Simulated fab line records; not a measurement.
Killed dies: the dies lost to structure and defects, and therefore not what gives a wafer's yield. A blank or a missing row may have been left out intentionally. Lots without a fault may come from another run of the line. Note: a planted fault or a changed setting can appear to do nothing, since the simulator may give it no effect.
Code-filled problem report in 8D (eight disciplines) form + flow nandHarc + the parts of the form that need people (team, actions taken, sign-off) are left out

1. PROBLEM STATEMENT
killedAtPeriphery at NHARC_END_SORT_01 reads a mean of 33.0 on 2 wafers of 1 lot; wafers without a fault read 3.6 with a standard deviation of 2.8. That puts it +10 standard deviations away from the usual mean.
Seen first at day 28 23:47 on prober-01, wafer L952.2. The record holds 11 wafers of 4 lots with a number at this step. By rule, "out" or "out of limits" means more than 4 standard deviations away from the usual mean. Any other wafer with a number is counted as sound.

2. WHAT IT IS AND WHAT IT IS NOT
| question                    | is                     | is not                                                                                |
|-----------------------------|------------------------|---------------------------------------------------------------------------------------|
| which readings at this step | killedAtPeriphery      | defectLimitedYield, killedAtArray, killedAtOther, killedDies, killedOpen, killedShort |
| which lots                  | L952                   | L941, L946, L959                                                                      |
| which wafers of those lots  | all that have a number | -                                                                                     |
| read on which gauges        | prober-01              | prober-02                                                                             |
| when                        | from day 28 23:47      | up to then (6 sound wafers); but 3 sound wafers of L959 came after                    |

3. SUSPECTS, AND WHAT RULES EACH OUT
Counting: any tool at a process step up to the reading is kept as a suspect provided that every lot that is out went through it and no sound lot did after the first of them.
- the gauge at NHARC_END_SORT_01: kept. All the wafers that are out were read on prober-01, and no step on other tools shows them out.
- rieDiel-12 at NHARC_P_M0_DESCUM_14 (chemistry O2, time 3 s): kept. It ran the lot that is out, L952 (day 10 15:23), and no sound lot after that; its last sound lot up to then is L946 (day 8 11:44).
- rieDiel-12 at NHARC_P_M0_ETCH_34 (etches the open film in N2/H2, target depth 40 nm, overetch 12 nm, time 43.94 s): kept. It ran the lot that is out, L952 (day 10 15:28), and no sound lot after that; its last sound lot up to then is L946 (day 8 11:49).
- pvdSputter-03 at NHARC_P_M0_PVD_21 (deposits Cu, target thk 30 nm, time 20.49 s): kept. It ran the lot that is out, L952 (day 10 16:39), and no sound lot after that. NHARC_P_M0_PVD_21 gives no start for some lots, so the hours and the order of its lots are those of NHARC_P_M0_ECD_22.
- ecdCu-02 at NHARC_P_M0_ECD_22 (material Cu, target thk 400 nm): kept. It ran the lot that is out, L952 (day 10 16:39), and no sound lot after that.
- pecvd-01 at NHARC_P_M0_PRE_CLEAN_31 (time 12 s): ruled out as a lasting fault. Following L952 (day 10 17:55), the first lot on it that is out, the sound lots L959 were run on it.
- rieDiel-07 at NHARC_P_M1_DESCUM_14 (chemistry O2, time 3 s): ruled out as a lasting fault. Following L952 (day 10 19:26), the first lot on it that is out, the sound lots L959 were run on it.
Left after counting: rieDiel-12 at NHARC_P_M0_DESCUM_14, rieDiel-12 at NHARC_P_M0_ETCH_34, pvdSputter-03 at NHARC_P_M0_PVD_21, ecdCu-02 at NHARC_P_M0_ECD_22, prober-01 at NHARC_END_SORT_01.

4. THE CAUSE (what the simulator had put in)
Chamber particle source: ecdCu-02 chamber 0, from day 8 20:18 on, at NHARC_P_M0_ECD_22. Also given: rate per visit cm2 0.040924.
Of the 5 suspects that counting leaves, this tool is one.

5. THE CHAIN OF EFFECTS, in route order
Each row: a reading where the mean over the struck wafers with a number is more than 3 standard deviations away from the usual. Readings are gone through only where the record gives a usual standard deviation; hours: the median, over the lots, of the time from a lot's start at the first step in this table giving one to that lot's start at this step; sigmas: the change measured in usual standard deviations.
| hours | step              | reading           | usual | on struck wafers | change | sigmas |
|-------|-------------------|-------------------|-------|------------------|--------|--------|
| 0     | NHARC_END_SORT_01 | killedAtPeriphery | 3.6   | 33.0             | +29.4  | +10    |

6. WHAT WOULD HAVE CAUGHT IT SOONER
Counted from the fault's start at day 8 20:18, it took 483 hours until the first out-of-limits reading at a measuring or inspecting step in this record, taken at day 28 23:47.
Each of the lots that are out, 1 in all, had begun NHARC_P_M0_ECD_22 on ecdCu-02 no later than day 28 23:47. A hold on the tool at that time would have spared none of them.
